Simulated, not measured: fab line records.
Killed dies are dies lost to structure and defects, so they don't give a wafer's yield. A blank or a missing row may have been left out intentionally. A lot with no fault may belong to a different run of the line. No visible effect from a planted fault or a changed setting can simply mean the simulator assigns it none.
fab line records	flow n5Finfet
record lots=7	wafers=21	lastDay=17
route steps=1938 shown BEOL_M4@1081 PASSIVATION@1936
lots with no fault: from the same line, run without faults
startH: hours from the record's first day to the start of the lot's first wafer shown	waitH: how many hours have passed since the lot's step before this one	" unchanged from the row above	L1.1+2: several wafers, shown together as one row	- no value, or no start was given	* or withheld: withheld	< > ~ a bound
route shown NAME@n: names a module that has steps shown in the file, with the first one's number in the route	usual: mean/standard deviation taken from wafers without a fault	same: alike in all rows	chamber/n: place in a boat	sites: the reading at each site	_std_site: the standard deviation of these	_edge_site: inner sites' mean taken away from outer sites' mean	radiusMm: how far each site lies from the wafer's centre	mask NAME#n: copy n	behind: tool/chamber where the wafer was last shaped	hold: cause of the lot's hold/its duration in hours/its outcome	device: which transistor (n, p or np) failed to switch	end of line: tests run on the same wafers once the route is complete	where a step has no rows: the recipe by itself	killed: dies lost to structure and defects at the first sort, not the wafer's yield	map: per-die view of a wafer (x killed, . not killed, _ where there is no die)
set.NAME: the setting as run; set.NAME@STEP: as run at that earlier step	model.NAME: the simulator's own value behind a step, which no gauge read
certain route steps with their lots: each step a table, each wafer a row
services: when a tool's chamber went out of use (startH, in hours from the record's first day, below 0 if earlier), for how many hours, and the reason
## steps
# step N5_BEOL_M4_ALD_84
# recipe material=TaN	targetThkA=*	tempC=275	aldPrecursorFamily=PDMAT	aldCoReactant=NH3	pressureTorr=3	carrierFlowSccm=1500	pulseTimeS=2	purgeTimeS=3	coReactantPurgeTimeS=2	coReactantPulseTimeS=3	aldCycles=30	precursorVesselTempC=75	precursorVesselPressureTorr=26.25	precursorVesselCarrierSccm=1000
# step N5_BEOL_M4_SURFACE_TREAT_85
# recipe gas=Ar	timeS=*	ionEnergyEv=*	ionCurrentMaCm2=0.5	pressureMtorr=*	arFlowSccm=30
# step N5_BEOL_M4_CVD_47
# recipe material=Co	targetThkA=30	tempC=withheld	precursor=CCTBA/H2	pressureTorr=30	timeS=223.8
# step N5_BEOL_M4_SPUTTER_48
# recipe material=Cu	targetThkA=45	tempC=-20	chamberPressurePa=0.07	powerW=withheld	timeS=8.29
# usual chamberPressurePa=0.07002/0.00014	throttleValvePct=30.6/1.3
lot.wafer	tool	chamber	startH	waitH	chamberPressurePa	throttleValvePct
L764.2	pvdSputter-03	-	174.70	0.1	0.06984	30.9
L764.4	"	-	"	"	0.06987	31.2
L764.6	"	-	"	"	0.07011	28.1
L768.2	pvdSputter-03	-	200.54	0.1	0.07019	30.9
L768.4	"	-	"	"	0.06985	28.0
L768.5	"	-	"	"	0.07005	27.9
L780.1	pvdSputter-01	-	257.77	0.2	0.06994	30.7
L780.5	"	-	"	"	0.06991	30.8
L780.6	"	-	"	"	0.06992	27.7
L782.1	pvdSputter-03	-	281.59	0.1	0.06985	31.2
L782.3	"	-	"	"	0.0698	27.9
L782.6	"	-	"	"	0.07015	31.3
L781.1	pvdSputter-01	-	281.64	0.1	0.06984	30.4
L781.3	"	-	"	"	0.06994	30.6
L781.4	"	-	"	"	0.07005	30.3
L783.2	pvdSputter-01	-	290.52	0.2	0.06993	30.0
L783.3	"	-	"	"	0.07011	30.7
L783.5	"	-	"	"	0.07005	30.5
L786.1	pvdSputter-02	-	296.04	0.3	0.07012	32.9
L786.3	"	-	"	"	0.06983	30.7
L786.4	"	-	"	"	0.07004	31.7
# step N5_BEOL_M4_ANNEAL_49
# recipe tempC=400	timeS=240	ambient=vacuum
# step N5_BEOL_M4_SPUTTER_79
# recipe material=Cu	targetThkA=45	tempC=-20	chamberPressurePa=0.07	powerW=withheld	timeS=8.29
# usual chamberPressurePa=0.07/0.00015	throttleValvePct=30.6/1.3
lot.wafer	tool	chamber	startH	waitH	chamberPressurePa	throttleValvePct
L764.2	pvdSputter-03	-	174.92	0.1	0.06987	30.8
L764.4	"	-	"	"	0.07012	30.8
L764.6	"	-	"	"	0.06988	27.8
L768.2	pvdSputter-03	-	200.76	0.1	0.06984	31.1
L768.4	"	-	"	"	0.07032	27.8
L768.5	"	-	"	"	0.07027	28.1
L780.1	pvdSputter-01	-	257.99	0.1	0.07004	30.2
L780.5	"	-	"	"	0.06977	30.8
L780.6	"	-	"	"	0.06983	28.4
L782.1	pvdSputter-03	-	281.81	0.1	0.0702	31.2
L782.3	"	-	"	"	0.0701	27.6
L782.6	"	-	"	"	0.07013	31.2
L781.1	pvdSputter-01	-	281.86	0.1	0.07011	30.7
L781.3	"	-	"	"	0.06983	30.7
L781.4	"	-	"	"	0.06992	30.5
L783.2	pvdSputter-01	-	290.74	0.1	0.07027	30.3
L783.3	"	-	"	"	0.06998	30.6
L783.5	"	-	"	"	0.07029	30.5
L786.1	pvdSputter-02	-	296.26	0.1	0.07035	32.9
L786.3	"	-	"	"	0.07011	31.0
L786.4	"	-	"	"	0.06985	31.8
# step N5_BEOL_M4_ANNEAL_80
# recipe tempC=400	timeS=240	ambient=vacuum
# step N5_BEOL_M4_SPUTTER_81
# recipe material=Cu	targetThkA=45	tempC=-20	chamberPressurePa=0.07	powerW=withheld	timeS=8.29
# step N5_BEOL_M4_ANNEAL_82
# recipe tempC=400	timeS=240	ambient=vacuum
# usual heaterPowerW=857/130	susceptorTempC=399.99/0.2
lot.wafer	tool	chamber	startH	waitH	heaterPowerW	susceptorTempC
L764.2	pvdSputter-03	-	175.22	0.0	669	399.95
L764.4	"	-	"	"	1093	400.11
L764.6	"	-	"	"	854	399.61
L768.2	pvdSputter-03	-	201.06	0.0	1064	400.66
L768.4	"	-	"	"	848	399.87
L768.5	"	-	"	"	829	399.92
L780.1	pvdSputter-01	-	258.29	0.0	923	400.01
L780.5	"	-	"	"	821	400.20
L780.6	"	-	"	"	815	399.90
L782.1	pvdSputter-03	-	282.11	0.0	885	400.25
L782.3	"	-	"	"	831	399.98
L782.6	"	-	"	"	877	399.90
L781.1	pvdSputter-01	-	282.16	0.0	837	400.14
L781.3	"	-	"	"	800	399.71
L781.4	"	-	"	"	914	399.61
L783.2	pvdSputter-01	-	291.04	0.0	914	399.86
L783.3	"	-	"	"	834	399.90
L783.5	"	-	"	"	933	399.95
L786.1	pvdSputter-02	-	296.56	0.0	824	399.87
L786.3	"	-	"	"	1055	400.08
L786.4	"	-	"	"	582	400.18
# step N5_BEOL_M4_SPUTTER_86
# recipe material=Cu	targetThkA=45	tempC=-20	chamberPressurePa=0.07	powerW=withheld	timeS=8.29
# usual chamberPressurePa=0.07002/0.00014	throttleValvePct=30.6/1.3
lot.wafer	tool	chamber	startH	waitH	chamberPressurePa	throttleValvePct
L764.2	pvdSputter-03	-	175.36	0.1	0.06974	30.8
L764.4	"	-	"	"	0.06999	30.6
L764.6	"	-	"	"	0.07004	27.8
L768.2	pvdSputter-03	-	201.20	0.1	0.06995	31.1
L768.4	"	-	"	"	0.07009	27.8
L768.5	"	-	"	"	0.07008	28.1
L780.1	pvdSputter-01	-	258.43	0.1	0.07003	30.4
L780.5	"	-	"	"	0.07016	30.7
L780.6	"	-	"	"	0.07023	27.8
L782.1	pvdSputter-03	-	282.25	0.1	0.07001	31.4
L782.3	"	-	"	"	0.07013	27.9
L782.6	"	-	"	"	0.07006	31.0
L781.1	pvdSputter-01	-	282.30	0.1	0.07008	30.7
L781.3	"	-	"	"	0.07009	30.6
L781.4	"	-	"	"	0.07004	30.4
L783.2	pvdSputter-01	-	291.18	0.1	0.07005	30.3
L783.3	"	-	"	"	0.07016	30.9
L783.5	"	-	"	"	0.06994	30.4
L786.1	pvdSputter-02	-	296.70	0.1	0.07002	32.6
L786.3	"	-	"	"	0.06994	30.7
L786.4	"	-	"	"	0.06994	31.8
# step N5_BEOL_M4_ANNEAL_87
# recipe tempC=400	timeS=240	ambient=vacuum
# step N5_BEOL_M4_SPUTTER_88
# recipe material=Cu	targetThkA=45	tempC=-20	chamberPressurePa=0.07	powerW=withheld	timeS=8.29
# usual chamberPressurePa=0.07/0.00014	throttleValvePct=30.6/1.3
lot.wafer	tool	chamber	startH	waitH	chamberPressurePa	throttleValvePct
L764.2	pvdSputter-03	-	175.58	0.1	0.06984	30.8
L764.4	"	-	"	"	0.07014	31.2
L764.6	"	-	"	"	0.06988	27.7
L768.2	pvdSputter-03	-	201.42	0.1	0.07001	31.0
L768.4	"	-	"	"	0.06996	28.2
L768.5	"	-	"	"	0.0699	28.1
L780.1	pvdSputter-01	-	258.65	0.1	0.0701	30.1
L780.5	"	-	"	"	0.07002	30.7
L780.6	"	-	"	"	0.07024	28.0
L782.1	pvdSputter-03	-	282.47	0.1	0.06977	30.8
L782.3	"	-	"	"	0.0699	28.1
L782.6	"	-	"	"	0.07013	31.0
L781.1	pvdSputter-01	-	282.52	0.1	0.07	30.8
L781.3	"	-	"	"	0.07001	30.7
L781.4	"	-	"	"	0.06981	30.6
L783.2	pvdSputter-01	-	291.40	0.1	0.07008	30.2
L783.3	"	-	"	"	0.06996	30.6
L783.5	"	-	"	"	0.07017	30.3
L786.1	pvdSputter-02	-	296.92	0.1	0.07008	32.9
L786.3	"	-	"	"	0.06979	30.8
L786.4	"	-	"	"	0.06984	31.6
# step N5_BEOL_M4_ANNEAL_89
# recipe tempC=400	timeS=240	ambient=vacuum
# usual heaterPowerW=859/130	susceptorTempC=400.01/0.24
lot.wafer	tool	chamber	startH	waitH	heaterPowerW	susceptorTempC
L764.2	pvdSputter-03	-	175.66	0.0	672	400.19
L764.4	"	-	"	"	1097	399.99
L764.6	"	-	"	"	850	399.67
L768.2	pvdSputter-03	-	201.50	0.0	1084	399.82
L768.4	"	-	"	"	860	400.22
L768.5	"	-	"	"	848	400.11
L780.1	pvdSputter-01	-	258.73	0.0	-	-
L780.5	"	-	"	"	-	-
L780.6	"	-	"	"	-	-
L782.1	pvdSputter-03	-	282.55	0.0	-	-
L782.3	"	-	"	"	-	-
L782.6	"	-	"	"	-	-
L781.1	pvdSputter-01	-	282.60	0.0	-	-
L781.3	"	-	"	"	-	-
L781.4	"	-	"	"	-	-
L783.2	pvdSputter-01	-	291.48	0.0	933	399.54
L783.3	"	-	"	"	850	400.34
L783.5	"	-	"	"	915	399.89
L786.1	pvdSputter-02	-	297.00	0.0	795	400.01
L786.3	"	-	"	"	1032	399.90
L786.4	"	-	"	"	605	400.20
# step N5_BEOL_M4_SPUTTER_90
# recipe material=Cu	targetThkA=45	tempC=-20	chamberPressurePa=0.07	powerW=withheld	timeS=8.29
# step N5_BEOL_M4_RC_MEAS_101
# usual DIBL_N=36.8/2.2	DIBL_P=37.0/2.8	IOFF_N=0.18/0.043	IOFF_P=0.23/0.05	ION_N=680/14	ION_P=466/9.1	SS_N=71.7/0.74	SS_P=73.5/0.79	VT_N=248/4	VT_P=-249/4.1
lot.wafer	tool	chamber	startH	waitH	DIBL_N[mV/V]	DIBL_P[mV/V]	IOFF_N[nA/um]	IOFF_P[nA/um]	ION_N[uA/um]	ION_P[uA/um]	SS_N[mV/dec]	SS_P[mV/dec]	VT_N[mV]	VT_P[mV]
L764.2	prober-02	0	177.73	0.2	40.2	40.4	0.23	0.26	689	467	72.2	74.0	244	-250
L764.4	"	0	"	"	39.7	40.0	0.22	0.25	684	464	72.6	74.9	245	-251
L764.6	"	0	"	"	36.5	35.5	0.14	0.19	670	459	70.8	73.4	248	-252
L768.2	prober-01	0	203.74	0.2	37.0	38.2	0.16	0.20	687	463	72.2	73.1	250	-253
L768.4	"	0	"	"	32.5	33.8	0.10	0.15	658	453	71.3	71.4	258	-255
L768.5	"	0	"	"	39.7	42.1	0.23	0.26	692	468	73.0	74.4	246	-250
L780.1	prober-02	0	260.66	0.0	38.3	35.9	0.17	0.24	680	472	71.2	72.7	247	-248
L780.5	"	0	"	"	39.6	37.6	0.21	0.28	688	472	72.2	73.5	245	-243
L780.6	"	0	"	"	36.5	32.5	0.13	0.19	666	464	71.9	72.2	253	-252
L782.1	prober-01	0	284.51	0.0	38.5	37.3	0.21	0.24	673	461	71.9	73.1	248	-246
L782.3	"	0	"	"	39.8	40.3	0.25	0.30	703	480	72.1	73.8	242	-242
L782.6	"	0	"	"	36.5	37.5	0.17	0.24	676	468	72.0	73.3	248	-248
L781.1	prober-02	0	284.65	0.0	37.2	37.6	0.20	0.25	696	467	71.5	73.6	247	-246
L781.3	"	0	"	"	32.5	31.7	0.10	0.16	656	455	69.9	72.0	255	-254
L781.4	"	0	"	"	34.2	33.8	0.13	0.18	664	459	70.6	72.0	249	-253
L783.2	prober-02	0	293.56	0.2	36.3	37.1	0.16	0.23	664	464	71.9	73.4	248	-248
L783.3	"	0	"	"	35.5	35.8	0.15	0.21	670	463	71.8	73.2	251	-247
L783.5	"	0	"	"	36.7	38.0	0.18	0.26	690	477	71.7	74.0	244	-246
L786.1	prober-02	0	298.90	0.0	37.5	38.4	0.21	0.27	689	477	72.1	73.1	244	-242
L786.3	"	0	"	"	35.7	37.0	0.18	0.24	687	477	71.6	73.1	244	-246
L786.4	"	0	"	"	34.9	34.6	0.16	0.20	671	465	71.3	73.1	247	-249
# step N5_PASSIVATION_PROBE_49
# usual defectLimitedYield=91.4/1.5	killed_at_M0_to_M3=36/11	killed_at_M4_up=14/6	killedAtContacts=11/6	killedAtFrontEnd=37/11	killedAtOther=4/3.4	killedDies=102/18	killedOpen=66/13	killedShort=34/7.8	sort_bin_4_leakage=0.00/0.017	sort_bin_5_function=5.0/0.97	sort_bin_6_memory=3.2/0.7	sort_bin_8_speed=0.0/0.38	sortNPass=1078/19	sortYieldPct=91.3/1.6
# same grossDies=1180	killedAtBackSide=0
lot.wafer	tool	chamber	startH	waitH	defectLimitedYield[%]	killed_at_M0_to_M3	killed_at_M4_up	killedAtContacts	killedAtFrontEnd	killedAtOther	killedDies	killedOpen	killedShort	sort_bin_4_leakage[%]	sort_bin_5_function[%]	sort_bin_6_memory[%]	sort_bin_8_speed[%]	sortNPass	sortYieldPct[%]
L781.1	prober-02	-	395.46	0.0	93.1	20	13	6	42	1	82	56	26	0	3.8	2.8	0	1098	93.1
L781.3	prober-02	-	395.56	0.1	89.9	31	14	15	57	2	119	82	37	0	5.5	4.2	0	1061	89.9
# killed by level:class
L781.1 STI_FIN_REVEAL:geometricParticle:open=13 ILD0:geometricParticle:short=6 BEOL_M3:geometricParticle:open=6 DUMMY_GATE:geometricParticle:open=5 MOL_CONTACT_COAG:geometricParticle:open=4 BEOL_M2:geometricParticle:open=4 BEOL_M7:geometricParticle:open=4 FIN_SAQP:geometricParticle:short=3
L781.3 STI_FIN_REVEAL:geometricParticle:open=27 MOL_CONTACT_COAG:geometricParticle:open=10 BEOL_M0_SAQP:geometricParticle:short=8 BEOL_M5:geometricParticle:open=8 BEOL_M0_SAQP:geometricParticle:open=7 FIN_SAQP:geometricParticle:open=6 FIN_SAQP:geometricParticle:short=6 STI_FIN_REVEAL:geometricParticle:short=6
## services
tool	chamber	startH	hours	kind
pvdSputter-01	-	151.78	1.0	repair
pvdSputter-01	-	194.09	0.8	repair
## key
firstSign step=N5_BEOL_M4_ANNEAL_89	reading=toolRecord	direction=missing
effect none on later readings
metAt N5_BEOL_M4_ANNEAL_89
struckWafers L780.1,L780.5,L780.6,L781.1,L781.3,L781.4,L782.1,L782.3,L782.6
onsetBetween 201.50 258.73
fault kind=skippedStepWhole	tool=pvdSputter-01,pvdSputter-03	chamber=-	onsetH=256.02	steps=N5_BEOL_M4_ANNEAL_89	scope=struckLotsOnly
